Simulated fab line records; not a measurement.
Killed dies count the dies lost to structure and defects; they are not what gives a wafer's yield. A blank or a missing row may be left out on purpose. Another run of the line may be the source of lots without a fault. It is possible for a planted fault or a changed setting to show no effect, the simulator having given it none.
Matching of chambers || flow nandHarc || NHARC_P_ZERO_WELL_DESCUM_54 on rieDiel-09: 4 sister chambers
The step chemistry O2, time 3 s. 16 wafers are shown with their chamber, then 8 later ones without.

== WAFERS WITH THEIR CHAMBER ==
{"wafer": "L075.3", "chamber": 2, "showerheadPlenumPTorr (Torr)": 2.02, "throttleValvePct (%)": 11.300, "oesProductAu (a.u.)": 0.991}
{"wafer": "L075.4", "chamber": 0, "showerheadPlenumPTorr (Torr)": 1.77, "throttleValvePct (%)": 11.317, "oesProductAu (a.u.)": 1.000}
{"wafer": "L075.6", "chamber": 3, "showerheadPlenumPTorr (Torr)": 1.90, "throttleValvePct (%)": 11.320, "oesProductAu (a.u.)": 1.012}
{"wafer": "L075.1", "chamber": 3, "showerheadPlenumPTorr (Torr)": 1.90, "throttleValvePct (%)": 11.322, "oesProductAu (a.u.)": 0.996}
{"wafer": "L075.2", "chamber": 1, "showerheadPlenumPTorr (Torr)": 1.88, "throttleValvePct (%)": 11.306, "oesProductAu (a.u.)": 0.987}
{"wafer": "L075.5", "chamber": 2, "showerheadPlenumPTorr (Torr)": 2.02, "throttleValvePct (%)": 11.330, "oesProductAu (a.u.)": 0.988}
{"wafer": "L080.1", "chamber": 0, "showerheadPlenumPTorr (Torr)": 1.77, "throttleValvePct (%)": 11.326, "oesProductAu (a.u.)": 0.996}
{"wafer": "L080.3", "chamber": 3, "showerheadPlenumPTorr (Torr)": 1.90, "throttleValvePct (%)": 11.324, "oesProductAu (a.u.)": 1.002}
{"wafer": "L080.6", "chamber": 1, "showerheadPlenumPTorr (Torr)": 1.87, "throttleValvePct (%)": 11.303, "oesProductAu (a.u.)": 0.987}
{"wafer": "L084.3", "chamber": 2, "showerheadPlenumPTorr (Torr)": 2.01, "throttleValvePct (%)": 11.308, "oesProductAu (a.u.)": 0.977}
{"wafer": "L084.5", "chamber": 3, "showerheadPlenumPTorr (Torr)": 1.89, "throttleValvePct (%)": 11.325, "oesProductAu (a.u.)": 1.010}
{"wafer": "L084.6", "chamber": 2, "showerheadPlenumPTorr (Torr)": 2.01, "throttleValvePct (%)": 11.309, "oesProductAu (a.u.)": 0.990}
{"wafer": "L091.3", "chamber": 1, "showerheadPlenumPTorr (Torr)": 1.86, "throttleValvePct (%)": 11.307, "oesProductAu (a.u.)": 0.996}
{"wafer": "L091.5", "chamber": 3, "showerheadPlenumPTorr (Torr)": 1.88, "throttleValvePct (%)": 11.324, "oesProductAu (a.u.)": 1.020}
{"wafer": "L091.6", "chamber": 2, "showerheadPlenumPTorr (Torr)": 2.00, "throttleValvePct (%)": 11.324, "oesProductAu (a.u.)": 1.003}
{"wafer": "L095.2", "chamber": 2, "showerheadPlenumPTorr (Torr)": 2.00, "throttleValvePct (%)": 11.317, "oesProductAu (a.u.)": 0.988}

SIGNATURES, as means of the wafers listed above
{"reading": "showerheadPlenumPTorr", "chamber 0": 1.7700, "chamber 1": 1.8700, "chamber 2": 2.0100, "chamber 3": 1.8940, "scatter within a chamber": 0.00876}
{"reading": "throttleValvePct", "chamber 0": 11.32150, "chamber 1": 11.30533, "chamber 2": 11.31467, "chamber 3": 11.32300, "scatter within a chamber": 0.00755}
{"reading": "oesProductAu", "chamber 0": 0.99800, "chamber 1": 0.99000, "chamber 2": 0.98950, "chamber 3": 1.00800, "scatter within a chamber": 0.00791}
Rule: a wafer lies at a distance from a chamber equal to the root of the sum of squares, over the readings, of (its reading less the chamber's mean, divided by the reading's scatter). If the next closest chamber is less than 2 further off than the closest, the wafer can't be placed; otherwise it belongs to the closest. The scatter: take each reading less its chamber's mean, square it, sum over the shown wafers, divide by the number of wafers less the number of chambers, and take the root.

== WAFERS MISSING THEIR CHAMBER ==
{"wafer": "L095.3", "showerheadPlenumPTorr (Torr)": 1.86, "throttleValvePct (%)": 11.311, "oesProductAu (a.u.)": 0.995}
{"wafer": "L095.5", "showerheadPlenumPTorr (Torr)": 1.86, "throttleValvePct (%)": 11.310, "oesProductAu (a.u.)": 1.003}
{"wafer": "L096.1", "showerheadPlenumPTorr (Torr)": 1.86, "throttleValvePct (%)": 11.294, "oesProductAu (a.u.)": 1.010}
{"wafer": "L096.2", "showerheadPlenumPTorr (Torr)": 1.88, "throttleValvePct (%)": 11.313, "oesProductAu (a.u.)": 1.024}
{"wafer": "L096.3", "showerheadPlenumPTorr (Torr)": 2.07, "throttleValvePct (%)": 11.302, "oesProductAu (a.u.)": 0.997}
{"wafer": "L097.2", "showerheadPlenumPTorr (Torr)": 2.07, "throttleValvePct (%)": 11.315, "oesProductAu (a.u.)": 0.993}
{"wafer": "L097.4", "showerheadPlenumPTorr (Torr)": 1.86, "throttleValvePct (%)": 11.311, "oesProductAu (a.u.)": 1.012}
{"wafer": "L097.6", "showerheadPlenumPTorr (Torr)": 1.99, "throttleValvePct (%)": 11.324, "oesProductAu (a.u.)": 0.996}

== THE CHAMBER EACH PASSED THROUGH ==
{"wafer": "L095.3", "from the rows above": 1, "in truth": 1}
{"wafer": "L095.5", "from the rows above": 1, "in truth": 1}
{"wafer": "L096.1", "from the rows above": 1, "in truth": 1}
{"wafer": "L096.2", "from the rows above": "can't be placed: 3 or 1", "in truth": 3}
{"wafer": "L096.3", "from the rows above": 2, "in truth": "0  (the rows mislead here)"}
{"wafer": "L097.2", "from the rows above": 2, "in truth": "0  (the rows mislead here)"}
{"wafer": "L097.4", "from the rows above": "can't be placed: 1 or 3", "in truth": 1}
{"wafer": "L097.6", "from the rows above": 2, "in truth": 2}
4 of 8 placed correctly. Unplaceable from these rows: 2, with the true chamber sitting among the candidates in 2. 2 placed wrongly.
